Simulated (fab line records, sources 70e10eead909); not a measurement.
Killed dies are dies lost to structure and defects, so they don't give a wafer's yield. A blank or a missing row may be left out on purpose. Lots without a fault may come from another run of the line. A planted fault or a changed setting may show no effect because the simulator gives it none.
Which tool did it? | flow nand_harc | 23 lots, 69 wafers sampled, at 6 steps of a route of 1302

WHAT THE GAUGES READ, wafer by wafer
The record holds no reading of a measuring or inspecting step that can be judged against a usual standard deviation.

WHICH TOOL RAN EACH LOT (tool, then ch and the chambers of the sampled wafers, then the start)
lot  | NHARC_A_STAIRCASE_DEP_156       | NHARC_A_STAIRCASE_ETCH_170                    | NHARC_A_STAIRCASE_TRIM_12          | NHARC_A_STAIRCASE_TRIM_187         | NHARC_A_STAIRCASE_ETCH_192                    | NHARC_A_STAIRCASE_TRIM_220
L074 | pecvd-03 ch 0,1, day 15 17:19   | rie_diel-11 ch 1,2, day 15 20:14 or earlier   | rie_diel-10 ch 0,2, day 15 20:14   | rie_diel-07 ch 1,2,3, day 16 00:34 | rie_diel-07 ch 0,1,2, day 16 04:08 or earlier | rie_diel-10 ch 0,2,3, day 16 04:08
L075 | pecvd-01 ch 0,2, day 15 17:19   | rie_diel-07 ch 0,1, day 15 20:27 or earlier   | rie_diel-10 ch 0,3, day 15 20:27   | rie_diel-11 ch 0,2,3, day 16 00:43 | rie_diel-11 ch 0,2,3, day 16 05:39 or earlier | rie_diel-10 ch 0,3, day 16 05:39
L076 | pecvd-04 ch 0,1, day 15 21:50   | rie_diel-10 ch 0,2,3, day 16 01:00 or earlier | rie_diel-10 ch 0,2, day 16 01:00   | rie_diel-07 ch 1,2,3, day 16 05:04 | rie_diel-07 ch 0,2,3, day 16 08:52 or earlier | rie_diel-07 ch 0,1,3, day 16 08:52
L077 | pecvd-01 ch 0,1,2, day 17 04:06 | rie_diel-11 ch 0,1,3, day 17 07:00 or earlier | rie_diel-07 ch 0,2, day 17 07:00   | rie_diel-10 ch 0,2,3, day 17 10:34 | rie_diel-10 ch 0,2, day 17 17:55 or earlier   | rie_diel-07 ch 1,2, day 17 17:55
L078 | pecvd-04 ch 0,1,2, day 17 08:44 | rie_diel-10 ch 1,2,3, day 17 11:34 or earlier | rie_diel-07 ch 0,2, day 17 11:34   | rie_diel-07 ch 2,3, day 17 15:12   | rie_diel-07 ch 1,2, day 17 19:05 or earlier   | rie_diel-10 ch 1,2, day 17 19:05
L080 | pecvd-04 ch 1,2, day 18 05:19   | rie_diel-07 ch 0,3, day 18 07:54 or earlier   | rie_diel-11 ch 0,1, day 18 07:54   | rie_diel-10 ch 0,2,3, day 18 11:44 | rie_diel-10 ch 0,2, day 18 15:23 or earlier   | rie_diel-11 ch 0,1, day 18 15:23
L081 | pecvd-04 ch 0,1, day 18 19:19   | rie_diel-07 ch 0,1,3, day 19 01:18 or earlier | rie_diel-07 ch 0,1,3, day 19 01:18 | rie_diel-07 ch 0,2, day 19 05:18   | rie_diel-07 ch 2,3, day 19 09:05 or earlier   | rie_diel-10 ch 1,2, day 19 09:05
L082 | pecvd-03 ch 0,2, day 18 19:26   | rie_diel-11 ch 0,1,2, day 19 00:52 or earlier | rie_diel-11 ch 0,2, day 19 00:52   | rie_diel-07 ch 1,2,3, day 19 04:53 | rie_diel-07 ch 0,1, day 19 08:38 or earlier   | rie_diel-10 ch 0,3, day 19 08:38
L083 | pecvd-01 ch 0,1, day 19 09:23   | rie_diel-10 ch 0,1,3, day 19 13:08 or earlier | rie_diel-11 ch 0,1,3, day 19 13:08 | rie_diel-10 ch 0,2,3, day 19 16:54 | rie_diel-10 ch 0,1,2, day 19 21:35 or earlier | rie_diel-11 ch 0,2,3, day 19 21:35
L084 | pecvd-04 ch 0,1,2, day 19 09:26 | rie_diel-10 ch 1,2,3, day 19 13:01 or earlier | rie_diel-07 ch 0,1,3, day 19 13:01 | rie_diel-07 ch 1,2,3, day 19 16:43 | rie_diel-07 ch 0,1, day 19 20:29 or earlier   | rie_diel-10 ch 0,3, day 19 20:29
L085 | pecvd-01 ch 1,2, day 19 22:13   | rie_diel-10 ch 0,1,3, day 20 01:10 or earlier | rie_diel-11 ch 0,1, day 20 01:10   | rie_diel-11 ch 0,2,3, day 20 06:03 | rie_diel-11 ch 2,3, day 20 11:20 or earlier   | rie_diel-10 ch 0,1, day 20 11:20
L086 | pecvd-01 ch 0,1,2, day 20 06:13 | rie_diel-07 ch 0,2,3, day 20 09:04 or earlier | rie_diel-11 ch 0,1, day 20 09:04   | rie_diel-11 ch 0,1, day 20 12:37   | rie_diel-11 ch 1,2, day 20 19:07 or earlier   | rie_diel-10 ch 1,2,3, day 20 19:07
L088 | pecvd-01 ch 0,1,2, day 21 09:38 | rie_diel-11 ch 0,3, day 21 12:47 or earlier   | rie_diel-10 ch 0,1, day 21 12:47   | rie_diel-11 ch 0,1,3, day 21 16:35 | rie_diel-11 ch 0,3, day 21 20:19 or earlier   | rie_diel-11 ch 0,3, day 21 20:19
L087 | pecvd-03 ch 0,1, day 21 09:40   | rie_diel-07 ch 0,1, day 21 12:59 or earlier   | rie_diel-11 ch 1,2, day 21 12:59   | rie_diel-10 ch 0,2,3, day 21 16:43 | rie_diel-10 ch 0,2,3, day 21 20:31 or earlier | rie_diel-10 ch 0,2,3, day 21 20:31
L089 | pecvd-03 ch 0,2, day 21 18:10   | rie_diel-11 ch 0,1,2, day 21 20:56 or earlier | rie_diel-10 ch 0,2,3, day 21 20:56 | rie_diel-07 ch 1,2,3, day 22 00:44 | rie_diel-07 ch 0,2,3, day 22 04:55 or earlier | rie_diel-10 ch 0,1,3, day 22 04:55
L090 | pecvd-03 ch 1,2, day 22 07:40   | rie_diel-07 ch 1,2, day 22 10:49 or earlier   | rie_diel-10 ch 1,2,3, day 22 10:49 | rie_diel-10 ch 0,1, day 22 16:10   | rie_diel-10 ch 0,1,3, day 22 22:56 or earlier | rie_diel-10 ch 2,3, day 22 22:56
L091 | pecvd-04 ch 1,2, day 22 20:16   | rie_diel-10 ch 0,2,3, day 22 23:21 or earlier | rie_diel-07 ch 0,1, day 22 23:21   | rie_diel-07 ch 0,2, day 23 03:22   | rie_diel-07 ch 0,1,3, day 23 07:04 or earlier | rie_diel-07 ch 1,2,3, day 23 07:04
L092 | pecvd-04 ch 0,1, day 23 02:14   | rie_diel-10 ch 1,2,3, day 23 05:20 or earlier | rie_diel-10 ch 0,3, day 23 05:20   | rie_diel-10 ch 0,3, day 23 08:55   | rie_diel-10 ch 0,1, day 23 12:38 or earlier   | rie_diel-07 ch 0,1,2, day 23 12:38
L093 | pecvd-01 ch 0,2, day 23 02:17   | rie_diel-10 ch 1,2, day 23 05:11 or earlier   | rie_diel-07 ch 2,3, day 23 05:11   | rie_diel-11 ch 0,1, day 23 09:59   | rie_diel-11 ch 0,1, day 23 13:45 or earlier   | rie_diel-07 ch 0,1,3, day 23 13:45
L094 | pecvd-03 ch 0,1,2, day 23 12:16 | rie_diel-11 ch 1,2, day 23 15:07 or earlier   | rie_diel-10 ch 1,2, day 23 15:07   | rie_diel-10 ch 0,1,3, day 23 20:21 | rie_diel-10 ch 0,2,3, day 23 23:53 or earlier | rie_diel-07 ch 0,1,3, day 23 23:53
L095 | pecvd-01 ch 1,2, day 24 07:04   | rie_diel-10 ch 1,3, day 24 09:59 or earlier   | rie_diel-11 ch 0,2, day 24 09:59   | rie_diel-11 ch 0,1,2, day 24 13:41 | rie_diel-11 ch 0,2,3, day 24 17:54 or earlier | rie_diel-11 ch 0,1,3, day 24 17:54
L096 | pecvd-01 ch 1,2, day 24 14:17   | rie_diel-11 ch 0,3, day 24 17:05 or earlier   | rie_diel-10 ch 1,3, day 24 17:05   | rie_diel-11 ch 1,2,3, day 24 21:01 | rie_diel-11 ch 0,1, day 25 00:43 or earlier   | rie_diel-11 ch 0,1,3, day 25 00:43
L097 | pecvd-04 ch 2, day 24 21:12     | rie_diel-11 ch 0,1,2, day 25 00:01 or earlier | rie_diel-10 ch 1,2,3, day 25 00:01 | rie_diel-11 ch 0,2,3, day 25 03:49 | rie_diel-11 ch 0,2, day 25 07:36 or earlier   | rie_diel-10 ch 0,3, day 25 07:36
- NHARC_A_STAIRCASE_DEP_156: deposits SiNx, target thk 50 nm.
- NHARC_A_STAIRCASE_ETCH_170: etches the open film in C4F6/O2, target depth 200 nm, time 66.667 s.
- NHARC_A_STAIRCASE_TRIM_12: chemistry O2, time 211.2 s.
- NHARC_A_STAIRCASE_TRIM_187: chemistry O2, time 211.2 s.
- NHARC_A_STAIRCASE_ETCH_192: etches the open film in C4F8/O2, target depth 100 nm, time 40.5 s.
- NHARC_A_STAIRCASE_TRIM_220: chemistry O2, time 211.2 s.

WHAT THE TOOLS THEMSELVES READ (means of the sampled wafers that have a number; where no wafer has one, the mark that the record gives instead)
NHARC_A_STAIRCASE_DEP_156.
lot  | tool     | heater_power_w (W)
L074 | pecvd-03 | 709
L075 | pecvd-01 | 700
L076 | pecvd-04 | 662
L077 | pecvd-01 | 717
L078 | pecvd-04 | 778
L080 | pecvd-04 | 819
L081 | pecvd-04 | 751
L082 | pecvd-03 | 656
L083 | pecvd-01 | 679
L084 | pecvd-04 | 830
L085 | pecvd-01 | 730
L086 | pecvd-01 | 738
L088 | pecvd-01 | 742
L087 | pecvd-03 | 700
L089 | pecvd-03 | 667
L090 | pecvd-03 | 791
L091 | pecvd-04 | 865
L092 | pecvd-04 | 795
L093 | pecvd-01 | 708
L094 | pecvd-03 | 743
L095 | pecvd-01 | 818
L096 | pecvd-01 | 772
L097 | pecvd-04 | 890

NHARC_A_STAIRCASE_ETCH_170.
lot  | tool        | drypump_motor_current_A (A) | oes_product_au (a.u.) | rf_vpp_V (V) | showerhead_plenum_p_Torr (Torr) | throttle_valve_pct (%)
L074 | rie_diel-11 | 5.9                         | 0.971                 | 546          | 3.86                            | 26.902
L075 | rie_diel-07 | 5.9                         | 0.976                 | 546          | 3.91                            | 26.907
L076 | rie_diel-10 | 6.0                         | 0.977                 | 546          | 3.85                            | 26.908
L077 | rie_diel-11 | 6.0                         | 0.950                 | 550          | 4.06                            | 26.900
L078 | rie_diel-10 | 5.9                         | 0.983                 | 544          | 3.82                            | 26.908
L080 | rie_diel-07 | 5.4                         | 0.991                 | 545          | 3.86                            | 26.911
L081 | rie_diel-07 | 5.8                         | 0.988                 | 547          | 3.88                            | 26.912
L082 | rie_diel-11 | 5.8                         | 0.987                 | 548          | 3.97                            | 26.893
L083 | rie_diel-10 | 6.2                         | 0.978                 | 546          | 3.89                            | 26.908
L084 | rie_diel-10 | 5.9                         | 0.987                 | 549          | 4.00                            | 26.901
L085 | rie_diel-10 | 6.2                         | 0.975                 | 546          | 3.88                            | 26.905
L086 | rie_diel-07 | 5.7                         | 0.974                 | 544          | 3.79                            | 26.895
L088 | rie_diel-11 | 6.0                         | 0.980                 | 549          | 4.05                            | 26.902
L087 | rie_diel-07 | 5.9                         | 0.967                 | 545          | 3.89                            | 26.894
L089 | rie_diel-11 | 5.8                         | 0.986                 | 548          | 3.96                            | 26.915
L090 | rie_diel-07 | 6.1                         | 0.965                 | 545          | 3.84                            | 26.900
L091 | rie_diel-10 | 6.0                         | 0.990                 | 549          | 4.01                            | 26.906
L092 | rie_diel-10 | 5.9                         | 0.975                 | 548          | 3.99                            | 26.908
L093 | rie_diel-10 | 5.9                         | 0.991                 | 547          | 3.94                            | 26.903
L094 | rie_diel-11 | 5.8                         | 0.983                 | 545          | 3.82                            | 26.905
L095 | rie_diel-10 | 6.2                         | 0.972                 | 545          | 3.85                            | 26.908
L096 | rie_diel-11 | 6.0                         | 0.973                 | 549          | 4.04                            | 26.908
L097 | rie_diel-11 | 5.8                         | 0.982                 | 548          | 3.94                            | 26.895

NHARC_A_STAIRCASE_TRIM_12.
lot  | tool        | drypump_motor_current_A (A) | oes_product_au (a.u.) | rf_vpp_V (V) | showerhead_plenum_p_Torr (Torr) | throttle_valve_pct (%)
L074 | rie_diel-10 | 6.0                         | 1.011                 | 57.5         | 3.43                            | 17.032
L075 | rie_diel-10 | 6.3                         | 1.010                 | 57.1         | 3.53                            | 17.041
L076 | rie_diel-10 | 5.8                         | 1.008                 | 56.8         | 3.37                            | 17.040
L077 | rie_diel-07 | 5.6                         | 0.995                 | 57.5         | 3.37                            | 17.036
L078 | rie_diel-07 | 5.3                         | 1.001                 | 57.0         | 3.41                            | 17.035
L080 | rie_diel-11 | 6.0                         | 1.005                 | 58.3         | 3.64                            | 17.035
L081 | rie_diel-07 | 5.8                         | 1.007                 | 57.4         | 3.49                            | 17.044
L082 | rie_diel-11 | 5.5                         | 1.006                 | 58.3         | 3.50                            | 17.039
L083 | rie_diel-11 | 6.0                         | 1.007                 | 58.3         | 3.65                            | 17.040
L084 | rie_diel-07 | 5.8                         | 0.998                 | 57.6         | 3.48                            | 17.043
L085 | rie_diel-11 | 6.0                         | 1.012                 | 58.1         | 3.64                            | 17.038
L086 | rie_diel-11 | 5.7                         | 1.002                 | 58.5         | 3.68                            | 17.026
L088 | rie_diel-10 | 6.2                         | 1.002                 | 57.0         | 3.46                            | 17.042
L087 | rie_diel-11 | 5.9                         | 1.003                 | 57.2         | 3.44                            | 17.034
L089 | rie_diel-10 | 6.0                         | 1.012                 | 58.0         | 3.61                            | 17.037
L090 | rie_diel-10 | 5.9                         | 1.008                 | 58.4         | 3.59                            | 17.037
L091 | rie_diel-07 | 5.5                         | 0.998                 | 57.7         | 3.47                            | 17.035
L092 | rie_diel-10 | 6.3                         | 1.015                 | 58.6         | 3.50                            | 17.039
L093 | rie_diel-07 | 6.0                         | 0.989                 | 58.1         | 3.40                            | 17.034
L094 | rie_diel-10 | 5.7                         | 1.005                 | 58.2         | 3.66                            | 17.025
L095 | rie_diel-11 | 5.4                         | 1.005                 | 58.3         | 3.59                            | 17.031
L096 | rie_diel-10 | 6.2                         | 1.005                 | 57.8         | 3.50                            | 17.037
L097 | rie_diel-10 | 5.9                         | 1.013                 | 57.5         | 3.58                            | 17.031

NHARC_A_STAIRCASE_TRIM_187.
lot  | tool        | drypump_motor_current_A (A) | oes_product_au (a.u.) | rf_vpp_V (V) | showerhead_plenum_p_Torr (Torr) | throttle_valve_pct (%)
L074 | rie_diel-07 | 6.0                         | 0.995                 | 56.6         | 3.45                            | 17.037
L075 | rie_diel-11 | 5.7                         | 0.995                 | 57.8         | 3.59                            | 17.033
L076 | rie_diel-07 | 6.0                         | 0.996                 | 57.1         | 3.45                            | 17.029
L077 | rie_diel-10 | 6.0                         | 1.006                 | 58.1         | 3.45                            | 17.040
L078 | rie_diel-07 | 5.9                         | 0.997                 | 57.3         | 3.37                            | 17.036
L080 | rie_diel-10 | 6.0                         | 1.012                 | 57.0         | 3.45                            | 17.035
L081 | rie_diel-07 | 5.5                         | 0.997                 | 57.3         | 3.36                            | 17.033
L082 | rie_diel-07 | 6.0                         | 1.002                 | 57.1         | 3.44                            | 17.041
L083 | rie_diel-10 | 6.0                         | 1.011                 | 58.0         | 3.62                            | 17.033
L084 | rie_diel-07 | 6.0                         | 0.995                 | 57.6         | 3.43                            | 17.034
L085 | rie_diel-11 | 5.7                         | 1.000                 | 57.9         | 3.57                            | 17.029
L086 | rie_diel-11 | 5.7                         | 1.010                 | 58.0         | 3.68                            | 17.038
L088 | rie_diel-11 | 6.0                         | 1.007                 | 57.4         | 3.64                            | 17.031
L087 | rie_diel-10 | 6.0                         | 1.012                 | 57.7         | 3.61                            | 17.045
L089 | rie_diel-07 | 6.0                         | 0.989                 | 57.6         | 3.43                            | 17.036
L090 | rie_diel-10 | 6.2                         | 1.013                 | 57.3         | 3.44                            | 17.038
L091 | rie_diel-07 | 5.5                         | 1.002                 | 57.9         | 3.34                            | 17.023
L092 | rie_diel-10 | 6.2                         | 1.016                 | 58.0         | 3.52                            | 17.036
L093 | rie_diel-11 | 5.7                         | 1.008                 | 58.2         | 3.67                            | 17.029
L094 | rie_diel-10 | 6.2                         | 0.995                 | 57.3         | 3.47                            | 17.030
L095 | rie_diel-11 | 5.7                         | 1.007                 | 58.3         | 3.55                            | 17.033
L096 | rie_diel-11 | 6.1                         | 1.001                 | 58.6         | 3.51                            | 17.048
L097 | rie_diel-11 | 5.7                         | 1.002                 | 57.8         | 3.55                            | 17.039

NHARC_A_STAIRCASE_ETCH_192.
lot  | tool        | oes_product_au (a.u.) | rf_vpp_V (V)
L074 | rie_diel-07 | 0.949                 | 893
L075 | rie_diel-11 | 0.952                 | 899
L076 | rie_diel-07 | 0.945                 | 892
L077 | rie_diel-10 | 0.961                 | 890
L078 | rie_diel-07 | 0.936                 | 893
L080 | rie_diel-10 | 0.949                 | 892
L081 | rie_diel-07 | 0.948                 | 890
L082 | rie_diel-07 | 0.946                 | 894
L083 | rie_diel-10 | 0.955                 | 898
L084 | rie_diel-07 | 0.937                 | 895
L085 | rie_diel-11 | 0.963                 | 896
L086 | rie_diel-11 | 0.947                 | 894
L088 | rie_diel-11 | 0.938                 | 901
L087 | rie_diel-10 | 0.951                 | 899
L089 | rie_diel-07 | 0.939                 | 892
L090 | rie_diel-10 | 0.942                 | 894
L091 | rie_diel-07 | 0.937                 | 894
L092 | rie_diel-10 | 0.943                 | 892
L093 | rie_diel-11 | 0.950                 | 901
L094 | rie_diel-10 | 0.958                 | 899
L095 | rie_diel-11 | 0.940                 | 897
L096 | rie_diel-11 | 0.966                 | 899
L097 | rie_diel-11 | 0.949                 | 900

NHARC_A_STAIRCASE_TRIM_220.
lot  | tool        | drypump_motor_current_A (A) | oes_product_au (a.u.) | rf_vpp_V (V) | showerhead_plenum_p_Torr (Torr) | throttle_valve_pct (%)
L074 | rie_diel-10 | 6.0                         | 1.005                 | 57.7         | 3.46                            | 17.040
L075 | rie_diel-10 | 6.2                         | 1.013                 | 58.1         | 3.53                            | 17.036
L076 | rie_diel-07 | 5.8                         | 0.992                 | 57.5         | 3.49                            | 17.043
L077 | rie_diel-07 | 6.0                         | 0.992                 | 57.3         | 3.39                            | 17.035
L078 | rie_diel-10 | 5.7                         | 1.004                 | 57.7         | 3.34                            | 17.033
L080 | rie_diel-11 | 6.0                         | 0.999                 | 57.7         | 3.64                            | 17.038
L081 | rie_diel-10 | 5.7                         | 1.009                 | 57.7         | 3.69                            | 17.039
L082 | rie_diel-10 | 6.3                         | 1.013                 | 56.7         | 3.51                            | 17.040
L083 | rie_diel-11 | 5.7                         | 0.999                 | 57.9         | 3.58                            | 17.036
L084 | rie_diel-10 | 6.2                         | 1.020                 | 57.8         | 3.51                            | 17.031
L085 | rie_diel-10 | 6.2                         | 1.003                 | 58.3         | 3.45                            | 17.042
L086 | rie_diel-10 | 6.0                         | 1.009                 | 57.5         | 3.60                            | 17.040
L088 | rie_diel-11 | 5.6                         | 1.004                 | 57.8         | 3.69                            | 17.031
L087 | rie_diel-10 | 6.0                         | 1.020                 | 57.3         | 3.61                            | 17.034
L089 | rie_diel-10 | 6.2                         | 1.009                 | 57.6         | 3.48                            | 17.036
L090 | rie_diel-10 | 5.9                         | 1.016                 | 58.6         | 3.63                            | 17.030
L091 | rie_diel-07 | 6.1                         | 0.996                 | 57.5         | 3.42                            | 17.030
L092 | rie_diel-07 | 5.7                         | 1.000                 | 56.6         | 3.42                            | 17.033
L093 | rie_diel-07 | 5.8                         | 0.994                 | 57.0         | 3.47                            | 17.032
L094 | rie_diel-07 | 5.8                         | 0.993                 | 57.8         | 3.47                            | 17.040
L095 | rie_diel-11 | 6.0                         | 1.000                 | 58.2         | 3.63                            | 17.024
L096 | rie_diel-11 | 6.0                         | 0.999                 | 57.4         | 3.62                            | 17.030
L097 | rie_diel-10 | 6.2                         | 1.011                 | 57.3         | 3.51                            | 17.042

THE ANSWER, worked out from the rows above alone
Rule: what is usual is taken from the lots themselves. Put in order of their means at a reading, lots are off if they are a third of the lots or fewer, leave a main group of 4 or more, and stand apart from it by a gap of 3 or more times the standard deviation of the main group's means; of several such gaps the widest counts. A main group whose means are all the same, to the digits that the tables above print for the reading, isn't used. A lot without any number at a reading at which 4 lots or more have one is off too. The other lots that the step has rows for count as sound. The gauges are gone through in route order, then the tools' own readings, and for those a lot's mean is taken as printed above. The first step at which some lot is off is used, and at that step the reading that is off furthest; a lot without a number counts as furthest.
No lot is off at any reading shown: from this, nothing can be told.

WHAT THE SIMULATOR HAD PUT IN
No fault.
